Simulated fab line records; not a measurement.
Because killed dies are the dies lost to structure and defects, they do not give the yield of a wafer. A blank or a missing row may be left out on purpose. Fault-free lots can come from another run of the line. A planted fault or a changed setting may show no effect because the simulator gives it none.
Which tool is to blame?	flow n5_finfet	11 lots, 32 wafers sampled, at 4 steps of a route of 1938

## WHAT EACH GAUGE READ, for each wafer
No reading from a measuring or inspecting step in the record can be judged against a usual standard deviation.

## EACH LOT AND THE TOOL THAT RAN IT (in order: tool; ch and the chambers of the sampled wafers; start)
lot	N5_BEOL_M11_TRENCH_ETCH_37	N5_PASSIVATION_AL_ETCH_33	N5_PASSIVATION_PECVD_35	N5_PASSIVATION_PROBE_49
L676	rie_diel-04 ch 0,1,3, day 13 04:18	rie_metal-01 ch 0,1, day 15 00:08	pecvd-01 ch 0,1,2, day 15 01:11	prober-01, day 15 06:08
L679	rie_diel-04 ch 0,2,3, day 13 16:54	rie_metal-01 ch 0,1, day 15 08:38	pecvd-04 ch 1,2, day 15 09:46	prober-02, day 15 14:38
L678	rie_diel-06 ch 1,2,3, day 14 02:23	rie_metal-01 ch 0, day 15 21:58	pecvd-02 ch 0,1, day 15 23:05	prober-01, day 16 02:52
L680	rie_diel-04 ch 0,1, day 14 06:45	rie_metal-02 ch 0,1, day 16 05:26	pecvd-02 ch 0,1,2, day 16 06:29	prober-02, day 16 10:46
L682	rie_diel-06 ch 0,2, day 15 03:58	rie_metal-02 ch 0,1, day 16 20:45	pecvd-04 ch 0, day 16 21:56	prober-02, day 17 01:46
L685	rie_diel-04 ch 1,3, day 15 14:20	rie_metal-03 ch 0,1, day 17 02:22	pecvd-04 ch 0, day 17 03:33	prober-02, day 17 07:20
L684	rie_diel-06 ch 0,3, day 16 04:16	rie_metal-02 ch 1, day 17 21:52	pecvd-02 ch 0,1,2, day 17 23:29	prober-01, day 18 03:04
L688	rie_diel-06 ch 0,1,3, day 16 07:21	rie_metal-03 ch 0,1, day 18 03:22	pecvd-04 ch 0,1,2, day 18 04:29	prober-01, day 18 08:11
L686	rie_diel-06 ch 2,3, day 16 18:59	rie_metal-02 ch 1, day 18 08:56	pecvd-01 ch 1, day 18 10:52	prober-01, day 18 15:00
L689	rie_diel-01 ch 0,2, day 17 04:42	rie_metal-03 ch 0,1, day 18 12:14	pecvd-02 ch 0,2, day 18 13:14	prober-02, day 18 17:04
L694	rie_diel-06 ch 0,2,3, day 17 21:53	rie_metal-01 ch 0, day 19 15:31	pecvd-04 ch 0,1, day 19 17:10	prober-02, day 19 20:48
- N5_BEOL_M11_TRENCH_ETCH_37: etches SiCOH lowk in C4F6/O2, target depth 148.83 nm, time 48 s.
- N5_PASSIVATION_AL_ETCH_33: etches Al in Cl2/BCl3, stops on TaN, target depth 2800 nm, time 466.7 s.
- N5_PASSIVATION_PECVD_35: deposits SiNx from SiH4/NH3/N2, target thk 700 nm, time 151.3 s.
- N5_PASSIVATION_PROBE_49

## AS READ BY THE TOOLS THEMSELVES (means over the sampled wafers that have a number; for cases with no such wafer, the mark the record gives instead)
N5_BEOL_M11_TRENCH_ETCH_37.
lot	tool	chamber_pressure_mTorr (mTorr)	drypump_motor_current_A (A)	oes_product_au (a.u.)	rf_vpp_V (V)	showerhead_plenum_p_Torr (Torr)	throttle_valve_pct (%)
L676	rie_diel-04	29.994	5.7	0.81	658	2.86	20.88
L679	rie_diel-04	30.000	5.6	0.79	657	2.83	20.85
L678	rie_diel-06	30.016	5.8	0.86	660	2.81	20.66
L680	rie_diel-04	30.001	6.2	0.82	650	2.86	20.94
L682	rie_diel-06	30.030	5.6	0.85	660	2.83	20.53
L685	rie_diel-04	30.000	5.6	0.83	667	2.86	20.83
L684	rie_diel-06	29.999	6.0	0.79	655	2.73	20.59
L688	rie_diel-06	29.998	6.0	0.82	656	2.77	20.63
L686	rie_diel-06	30.030	5.6	0.82	662	2.80	20.70
L689	rie_diel-01	30.001	6.1	0.81	659	2.79	20.75
L694	rie_diel-06	30.018	5.8	0.79	658	2.76	20.65

N5_PASSIVATION_AL_ETCH_33.
lot	tool	chamber_pressure_mTorr (mTorr)	drypump_motor_current_A (A)	oes_product_au (a.u.)	throttle_valve_pct (%)
L676	rie_metal-01	9.998	5.3	0.74	34.2
L679	rie_metal-01	10.002	5.6	0.71	34.1
L678	rie_metal-01	9.989	5.8	0.69	34.0
L680	rie_metal-02	10.007	5.4	0.72	34.3
L682	rie_metal-02	9.999	5.5	0.72	34.1
L685	rie_metal-03	9.994	6.3	0.72	34.3
L684	rie_metal-02	9.999	5.3	0.72	34.6
L688	rie_metal-03	10.002	6.3	0.71	34.3
L686	rie_metal-02	9.999	5.3	0.71	34.6
L689	rie_metal-03	10.005	6.0	0.77	34.1
L694	rie_metal-01	9.999	5.8	0.67	34.0

N5_PASSIVATION_PECVD_35.
lot	tool	chamber_pressure_Torr (Torr)	heater_power_w (W)	showerhead_plenum_p_Torr (Torr)	throttle_valve_pct (%)
L676	pecvd-01	4.899	502	8.62	27.3
L679	pecvd-04	4.903	447	8.65	28.0
L678	pecvd-02	4.896	505	8.71	28.3
L680	pecvd-02	4.904	456	8.71	27.5
L682	pecvd-04	4.901	478	8.65	30.1
L685	pecvd-04	4.897	485	8.66	30.2
L684	pecvd-02	4.896	445	8.71	27.6
L688	pecvd-04	4.902	435	8.64	28.8
L686	pecvd-01	4.896	538	8.69	27.1
L689	pecvd-02	4.914	407	8.68	27.2
L694	pecvd-04	4.909	497	8.65	29.5

N5_PASSIVATION_PROBE_49.
lot	tool	defect_limited_yield (%)	killed_at_M0_to_M3	killed_at_M4_up	killed_at_contacts	killed_at_front_end	killed_at_other	killed_dies	killed_on_rim	killed_open	killed_short	sort_bin_5_function (%)	sort_bin_6_memory (%)	sort_n_pass	sort_yield_pct (%)
L676	prober-01	92.6	42	10	6	26	3.7	87	11	56	29	4.0	3.1	1093	92.6
L679	prober-02	90.8	32	16	11	50	0.3	109	16	64	40	5.4	3.2	1071	90.8
L678	prober-01	91.9	31	17	22	24	1.3	95	13	68	27	4.7	3.2	1085	91.9
L680	prober-02	90.1	26	17	13	55	6.0	117	12	85	31	6.1	3.4	1063	90.1
L682	prober-02	92.3	26	10	13	40	2.5	91	14	66	25	4.3	3.2	1089	92.3
L685	prober-02	91.8	31	15	12	35	3.3	96	12	60	36	5.2	2.6	1084	91.8
L684	prober-01	89.8	33	15	18	54	1.0	121	12	80	39	6.1	3.7	1059	89.8
L688	prober-01	88.4	41	10	21	54	10.7	137	15	84	51	6.6	4.5	1043	88.4
L686	prober-01	92.1	30	16	5	40	2.0	93	11	53	37	4.6	2.8	1087	92.1
L689	prober-02	90.1	43	18	8	42	5.7	117	17	80	35	5.8	3.6	1063	90.1
L694	prober-02	88.8	19	56	14	42	2.0	132	11	56	35	6.7	3.5	1048	88.8

## THE ANSWER, worked out from the rows above alone
Rule: the usual values come from the lots themselves. The widest of any qualifying gaps counts: lots, ordered by their means at a reading, are off when they make up no more than a third of the lots, leave a main group of 4 or more, and stand apart from it by 3 or more times the standard deviation of that group's means. A main group whose means are all the same, to the digits that the tables above print for the reading, isn't used. Also off: a lot with no number at a reading for which 4 or more lots have one. Where the step has rows for the other lots, those lots are counted as sound. Order of review: gauges by route order, followed by the tools' own readings, for which a lot's mean as printed above is used. At the first step where some lot is off, the reading lying furthest off is the one used; lots without a number count as furthest.
Off at N5_PASSIVATION_PROBE_49 (killed_at_M4_up): L694. The main group has a mean of 14 with a standard deviation of 3.
If a tool, at that step or one of the process steps before it, ran each lot that is off and ran no sound lot following the first of them, it fits. Can't be told from this: 4 tools fit, rie_diel-06 at N5_BEOL_M11_TRENCH_ETCH_37, rie_metal-01 at N5_PASSIVATION_AL_ETCH_33, pecvd-04 at N5_PASSIVATION_PECVD_35, prober-02 at N5_PASSIVATION_PROBE_49.

## WHAT HAD BEEN PUT IN BY THE SIMULATOR
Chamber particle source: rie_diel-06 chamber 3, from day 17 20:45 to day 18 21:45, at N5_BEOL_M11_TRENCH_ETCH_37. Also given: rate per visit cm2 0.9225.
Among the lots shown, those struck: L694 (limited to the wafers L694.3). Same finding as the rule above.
